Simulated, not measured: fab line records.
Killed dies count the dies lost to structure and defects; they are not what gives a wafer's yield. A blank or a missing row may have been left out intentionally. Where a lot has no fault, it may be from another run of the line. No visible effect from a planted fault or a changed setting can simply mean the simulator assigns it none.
Which tool is to blame? ; flow nand_harc ; 10 lots with 30 wafers sampled at 6 steps, on a route of 1302 steps

== WHAT THE GAUGES READ, wafer by wafer ==
NHARC_A_SLIT_INSPECT_11. Usual: 62 for raw_defect_count, sd 28.
lot;measured;on;raw_defect_count;flag
L613;day 19 17:16;defect_inspect-02;123 122 111;
L616;day 20 22:55;defect_inspect-02;25 20 22;
L618;day 20 23:28;defect_inspect-01;59 77 67;
L628;day 25 18:28;defect_inspect-02;15 25 21;
L630;day 26 02:40;defect_inspect-02;25 29 30;
L629;day 26 03:05;defect_inspect-02;86 108 97;
L632;day 27 20:29;defect_inspect-01;61 59 62;
L633;day 28 00:06;defect_inspect-02;63 62 68;
L635;day 28 18:36;defect_inspect-02;51 42 56;
L636;day 29 19:14;defect_inspect-01;80 72 68;

NHARC_END_WLT_00. Usual: VT_DECK1_BOTTOM 0.869, standard deviation 0.0074; VT_DECK1_BOTTOM_INNER 0.869, standard deviation 0.0076; VT_DECK1_MEDIAN_NEAR_BOTTOM 0.871, standard deviation 0.0075; VT_DECK1_MEDIAN_NEAR_BOTTOM_INNER 0.870, standard deviation 0.008; VT_DECK1_MIDDLE 0.883, standard deviation 0.0081; VT_DECK1_MIDDLE_INNER 0.882, standard deviation 0.0071; VT_DECK1_TOP 0.895, standard deviation 0.0077; VT_DECK1_TOP_INNER 0.894, standard deviation 0.0075; VT_DECK2_BOTTOM 0.873, standard deviation 0.0079; VT_DECK2_BOTTOM_INNER 0.873, standard deviation 0.0089; VT_DECK2_MEDIAN_NEAR_BOTTOM 0.874, standard deviation 0.0082; VT_DECK2_MEDIAN_NEAR_BOTTOM_INNER 0.874, standard deviation 0.0081; VT_DECK2_MIDDLE 0.886, standard deviation 0.007; VT_DECK2_MIDDLE_INNER 0.886, standard deviation 0.0073; VT_DECK2_TOP 0.897, standard deviation 0.0067; VT_DECK2_TOP_INNER 0.896, standard deviation 0.0069.
lot;measured;on;VT_DECK1_BOTTOM;VT_DECK1_BOTTOM_INNER;VT_DECK1_MEDIAN_NEAR_BOTTOM;VT_DECK1_MEDIAN_NEAR_BOTTOM_INNER;VT_DECK1_MIDDLE;VT_DECK1_MIDDLE_INNER;VT_DECK1_TOP;VT_DECK1_TOP_INNER;VT_DECK2_BOTTOM;VT_DECK2_BOTTOM_INNER;VT_DECK2_MEDIAN_NEAR_BOTTOM;VT_DECK2_MEDIAN_NEAR_BOTTOM_INNER;VT_DECK2_MIDDLE;VT_DECK2_MIDDLE_INNER;VT_DECK2_TOP;VT_DECK2_TOP_INNER;flag
L613;day 24 02:31;prober-02;0.865 0.860 0.861;0.868 0.862 0.866;0.867 0.854 0.860;0.863 0.865 0.862;0.875 0.879 0.878;0.881 0.878 0.876;0.890 0.889 0.888;0.890 0.888 0.883;0.866 0.861 0.870;0.861 0.862 0.861;0.863 0.867 0.860;0.865 0.861 0.866;0.873 0.877 0.878;0.873 0.883 0.873;0.900 0.892 0.889;0.892 0.894 0.897;
L616;day 25 13:49;prober-01;5.966 5.996 6.013 6.022 5.990 6.002;5.991 6.023 5.987 6.005 6.021 5.964;6.052 6.037 5.999 5.982 5.980 5.993;5.978 5.977 6.020 6.042 6.055 5.960;6.026 6.008 6.019 5.949 6.019 5.990;6.014 5.978 5.978 6.029 5.998 5.968;6.035 5.917 5.991 6.014 6.013 5.955;6.012 6.008 5.991 5.977 6.006 6.029;5.977 5.988 5.988 6.065 6.002 5.990;5.981 6.016 6.000 6.020 6.041 6.041;6.023 6.028 6.003 6.026 6.017 6.014;6.017 5.969 5.978 6.025 5.993 5.976;6.011 5.949 6.025 5.968 6.035 5.988;5.989 6.008 5.949 5.986 6.001 5.975;6.021 5.971 5.945 5.995 6.020 6.001;5.971 6.027 5.987 5.975 5.999 5.995;OFF
L618;day 25 17:12;prober-02;6.008 5.983 5.956 6.001 6.010 5.999;5.975 5.983 6.038 5.991 5.995 6.005;5.990 6.008 6.042 6.008 6.038 6.011;6.008 5.969 5.985 5.990 6.043 6.012;6.032 5.990 6.024 6.004 6.071 6.035;6.012 5.990 5.979 5.980 5.971 6.069;6.040 5.949 5.993 5.963 5.966 6.002;5.999 5.960 5.966 6.021 5.985 6.013;6.026 6.028 6.022 5.948 5.969 5.996;5.998 5.995 6.026 6.017 5.993 5.990;6.017 6.004 6.024 5.954 6.024 6.014;6.026 6.056 6.003 6.004 6.036 6.010;6.000 5.946 5.962 5.944 5.980 5.981;5.983 5.989 6.019 5.921 6.058 5.976;6.011 5.977 5.992 5.991 5.982 6.029;5.956 5.962 6.015 5.985 5.940 5.999;OFF
L628;day 30 23:06;prober-02;0.877 0.880 0.873;0.883 0.872 0.869;0.877 0.878 0.875;0.883 0.880 0.876;0.885 0.899 0.898;0.895 0.888 0.887;0.902 0.900 0.900;0.902 0.905 0.899;0.871 0.875 0.872;0.868 0.887 0.873;0.863 0.875 0.873;0.869 0.874 0.876;0.889 0.881 0.878;0.889 0.892 0.888;0.898 0.893 0.897;0.890 0.904 0.905;
L630;day 30 15:14;prober-01;0.867 0.858 0.866;0.863 0.853 0.858;0.865 0.861 0.871;0.865 0.861 0.865;0.885 0.881 0.878;0.870 0.873 0.883;0.894 0.885 0.881;0.886 0.890 0.890;0.874 0.871 0.870;0.873 0.871 0.860;0.871 0.868 0.865;0.873 0.868 0.861;0.885 0.888 0.885;0.878 0.881 0.879;0.890 0.893 0.892;0.899 0.890 0.888;
L629;day 30 15:16;prober-02;0.867 0.862 0.873;0.863 0.861 0.870;0.866 0.871 0.871;0.867 0.872 0.871;0.883 0.882 0.879;0.887 0.886 0.886;0.897 0.896 0.884;0.892 0.893 0.894;0.883 0.872 0.882;0.891 0.884 0.883;0.889 0.878 0.882;0.889 0.878 0.880;0.887 0.889 0.897;0.894 0.900 0.893;0.897 0.903 0.910;0.895 0.889 0.899;
L632;day 33 02:33;prober-01;0.869 0.877 0.872;0.872 0.873 0.878;0.870 0.867 0.872;0.870 0.874 0.877;0.884 0.887 0.885;0.881 0.888 0.878;0.907 0.897 0.894;0.895 0.897 0.895;0.868 0.862 0.855;0.869 0.854 0.868;0.856 0.861 0.861;0.862 0.867 0.855;0.876 0.873 0.872;0.879 0.880 0.879;0.882 0.897 0.890;0.892 0.880 0.891;
L633;day 32 22:24;prober-02;0.873 0.867 0.869;0.877 0.875 0.873;0.875 0.872 0.876;0.873 0.869 0.868;0.888 0.887 0.877;0.883 0.882 0.885;0.897 0.899 0.895;0.897 0.897 0.896;0.872 0.867 0.858;0.864 0.864 0.861;0.870 0.868 0.859;0.865 0.868 0.860;0.881 0.881 0.877;0.884 0.879 0.873;0.896 0.893 0.893;0.891 0.894 0.886;
L635;day 33 09:05;prober-02;0.878 0.876 0.874;0.886 0.882 0.875;0.883 0.880 0.879;0.879 0.885 0.878;0.893 0.895 0.884;0.891 0.894 0.890;0.899 0.902 0.900;0.898 0.907 0.907;0.861 0.869 0.866;0.866 0.864 0.857;0.871 0.864 0.864;0.867 0.863 0.868;0.880 0.875 0.880;0.887 0.886 0.880;0.893 0.887 0.898;0.889 0.895 0.888;
L636;day 34 19:08;prober-01;0.887 0.871 0.874;0.885 0.874 0.878;0.882 0.881 0.881;0.880 0.874 0.876;0.904 0.884 0.894;0.895 0.892 0.882;0.900 0.913 0.909;0.904 0.901 0.903;0.871 0.873 0.878;0.875 0.874 0.873;0.877 0.881 0.882;0.879 0.878 0.874;0.889 0.888 0.890;0.889 0.883 0.888;0.896 0.905 0.895;0.902 0.887 0.903;

NHARC_END_SORT_01. Usual: defect_limited_yield 91.6 %, standard deviation 2.8; killed_at_array 52, standard deviation 18; killed_at_other 0.6, standard deviation 0.83; killed_at_periphery 4.3, standard deviation 2.8; killed_dies 57, standard deviation 19; killed_open 3.4, standard deviation 2; killed_short 2.5, standard deviation 1.7; sort_bin_2_pct 3.0 %, standard deviation 1.1; sort_bin_3_pct 0.6 %, standard deviation 0.41; sort_bin_4_pct 4.7 %, standard deviation 1.6; sort_n_pass 620, standard deviation 19; sort_rim_yield_pct 91 %, standard deviation 3.7; sort_yield_pct 91.6 %, standard deviation 2.8.
lot;measured;on;defect_limited_yield (%);killed_at_array;killed_at_other;killed_at_periphery;killed_dies;killed_open;killed_short;sort_bin_2_pct (%);sort_bin_3_pct (%);sort_bin_4_pct (%);sort_n_pass;sort_rim_yield_pct (%);sort_yield_pct (%);flag
L613;day 24 06:23;prober-02;85.2 87.4 86.3;94 83 85;1 1 0;5 1 8;100 85 93;3 5 3;2 2 3;4.6 5.2 5.8;1.0 1.0 0.9;9.2 6.4 7.1;577 592 584;88 92 92;85.2 87.4 86.3;
L628;day 31 05:22;prober-02;94.5;33;1;3;37;4;1;1.6;0.4;3.4;640;91;94.5;
L629;day 30 18:16;prober-02;90.0 88.6 90.1;66 72 62;0 0 0;2 5 5;68 77 67;2 6 5;6 4 3;4.0 4.4 4.4;0.7 0.9 1.2;5.3 6.1 4.3;609 600 610;92 85 87;90.0 88.6 90.1;
L632;day 33 05:52;prober-01;91.9 89.7 91.7;50 64 54;1 2 1;4 4 1;55 70 56;2 6 3;4 1 2;2.7 3.2 2.5;0.1 0.4 0.4;5.3 6.6 5.3;622 607 621;88 85 88;91.9 89.7 91.7;
L633;day 33 01:43;prober-02;91.4 93.1 92.2;49 43 44;1 0 0;8 4 9;58 47 53;8 2 5;1 1 1;4.3 2.7 3.0;0.6 0.3 0.7;3.7 4.0 4.1;619 630 624;89 88 86;91.4 93.1 92.2;

== TOOL THAT RAN EACH LOT (tool first, then ch and the chambers of the sampled wafers, then the start) ==
lot;NHARC_A_SLIT_STRIP_18;NHARC_A_WL_FILL_ALD_00;NHARC_A_WL_FILL_ETCHBACK_05
L613;rie_diel-06 ch 1,2,3, day 20 06:22 or earlier;ald_hk-03 ch 0,3, day 20 06:22;rie_metal-02 ch 0,1, day 20 07:53
L616;rie_diel-07 ch 1,2,3, day 21 11:55 or earlier;ald_hk-04 ch 0,3, day 21 11:55;rie_metal-02 ch 0,1, day 21 13:31
L618;rie_diel-07 ch 1,2,3, day 21 11:55 or earlier;ald_hk-01 ch 0,1, day 21 11:55;rie_metal-03 ch 0,1, day 21 13:37
L628;rie_diel-06 ch 0,2, day 26 11:59 or earlier;ald_hk-01 ch 0,2, day 26 11:59;rie_metal-01 ch 0,1, day 26 13:30
L630;rie_diel-07 ch 0,3, day 26 15:42 or earlier;ald_hk-04 ch 0,2,3, day 26 15:42;rie_metal-02 ch 0,1, day 26 17:25
L629;rie_diel-07 ch 0,1,2, day 26 15:38 or earlier;ald_hk-01 ch 0,2, day 26 15:38;rie_metal-03 ch 0,1, day 26 17:10
L632;rie_diel-06 ch 0,1,2, day 28 09:34 or earlier;ald_hk-04 ch 2,3, day 28 09:34;rie_metal-01 ch 0,1, day 28 11:07
L633;rie_diel-11 ch 0,3, day 28 17:35 or earlier;ald_hk-01 ch 0,3, day 28 17:35;rie_metal-03 ch 1, day 28 19:06
L635;rie_diel-07 ch 0,1,2, day 29 07:43 or earlier;ald_hk-04 ch 0,2,3, day 29 07:43;rie_metal-02 ch 1, day 29 09:27
L636;rie_diel-11 ch 0,1,3, day 30 08:05 or earlier;ald_hk-04 ch 0,1,3, day 30 08:05;rie_metal-02 ch 1, day 30 09:58
- NHARC_A_SLIT_STRIP_18: strips in O2.
- NHARC_A_WL_FILL_ALD_00: deposits Al2O3, target thk 3 nm, pulse time 3 s, ald cycles 30.
- NHARC_A_WL_FILL_ETCHBACK_05: etches the open film in Cl2/BCl3, target depth 22 nm, time 60 s.

== AS READ BY THE TOOLS THEMSELVES (means over the sampled wafers that have a number; for cases with no such wafer, the mark the record gives instead) ==
NHARC_A_SLIT_STRIP_18. Usual: drypump_motor_current_A 5.7 A, standard deviation 0.5; oes_product_au 1.001 a.u., standard deviation 0.0077; rf_vpp_V 57.7 V, standard deviation 0.94; showerhead_plenum_p_Torr 3.47 Torr, standard deviation 0.15; throttle_valve_pct 17.037 %, standard deviation 0.0092.
lot;tool;drypump_motor_current_A (A);oes_product_au (a.u.);rf_vpp_V (V);showerhead_plenum_p_Torr (Torr);throttle_valve_pct (%);flag
L613;rie_diel-06;5.5;1.009;57.4;3.50;17.048;
L616;rie_diel-07;5.6;1.002;57.4;3.48;17.041;
L618;rie_diel-07;5.6;0.999;58.0;3.48;17.039;
L628;rie_diel-06;6.0;1.000;58.8;3.42;17.043;
L630;rie_diel-07;6.4;1.009;58.0;3.55;17.024;
L629;rie_diel-07;5.7;1.004;59.2;3.58;17.041;
L632;rie_diel-06;5.6;0.995;56.8;3.45;17.042;
L633;rie_diel-11;5.2;0.995;57.2;3.35;17.044;
L635;rie_diel-07;5.7;1.000;58.7;3.58;17.041;
L636;rie_diel-11;5.5;0.999;57.5;3.40;17.030;

NHARC_A_WL_FILL_ALD_00. Usual: heater_power_outer_w 266 W, standard deviation 40; heater_power_w 482 W, standard deviation 63; precursor_pulse_height_rel 0.999, standard deviation 0.022.
lot;tool;heater_power_outer_w (W);heater_power_w (W);precursor_pulse_height_rel;flag
L613;ald_hk-03;259;506;1.007;
L616;ald_hk-04;-;-;-;OFF
L618;ald_hk-01;-;-;-;OFF
L628;ald_hk-01;243;444;0.984;
L630;ald_hk-04;269;475;1.005;
L629;ald_hk-01;241;445;0.995;
L632;ald_hk-04;257;469;0.996;
L633;ald_hk-01;300;500;1.010;
L635;ald_hk-04;267;481;1.000;
L636;ald_hk-04;269;475;0.974;

NHARC_A_WL_FILL_ETCHBACK_05. Usual: drypump_motor_current_A 5.9 A, standard deviation 0.49; oes_product_au 1.000 a.u., standard deviation 0.014.
lot;tool;drypump_motor_current_A (A);oes_product_au (a.u.);flag
L613;rie_metal-02;5.5;0.989;
L616;rie_metal-02;5.5;0.999;
L618;rie_metal-03;6.1;1.012;
L628;rie_metal-01;6.0;0.999;
L630;rie_metal-02;5.8;1.010;
L629;rie_metal-03;6.1;0.991;
L632;rie_metal-01;5.6;1.000;
L633;rie_metal-03;5.9;0.983;
L635;rie_metal-02;6.2;0.998;
L636;rie_metal-02;6.1;0.991;

== THE ANSWER, worked out from the rows above alone ==
Rule: a lot counts as off when the mean over its wafers that have a number is more than 3 standard deviations away from the usual mean. Also off: a lot with no number at a reading for which 4 or more lots have one. Where the step has rows for the other lots, those lots are counted as sound. Order of review: gauges by route order, followed by the tools' own readings, for which a lot's mean as printed above is used. The first step at which some lot is off is used, and at that step the reading that is off furthest; a lot without a number counts as furthest.
Off: L616, L618, seen at NHARC_END_WLT_00 (VT_DECK2_TOP).
If a tool, at a process step before that reading, ran all the lots that are off and no sound lot after the first of them, it fits. Not tried: the gauges at NHARC_END_WLT_00; whatever is off there is also off at NHARC_A_WL_FILL_ALD_00, on other tools, and gauge error can't account for it. NHARC_A_SLIT_STRIP_18 gives no start for some lots, so the hours and the order of its lots are those of NHARC_A_WL_FILL_ALD_00. Not one of the candidates tried fits.

== WHAT THE SIMULATOR PUT IN ==
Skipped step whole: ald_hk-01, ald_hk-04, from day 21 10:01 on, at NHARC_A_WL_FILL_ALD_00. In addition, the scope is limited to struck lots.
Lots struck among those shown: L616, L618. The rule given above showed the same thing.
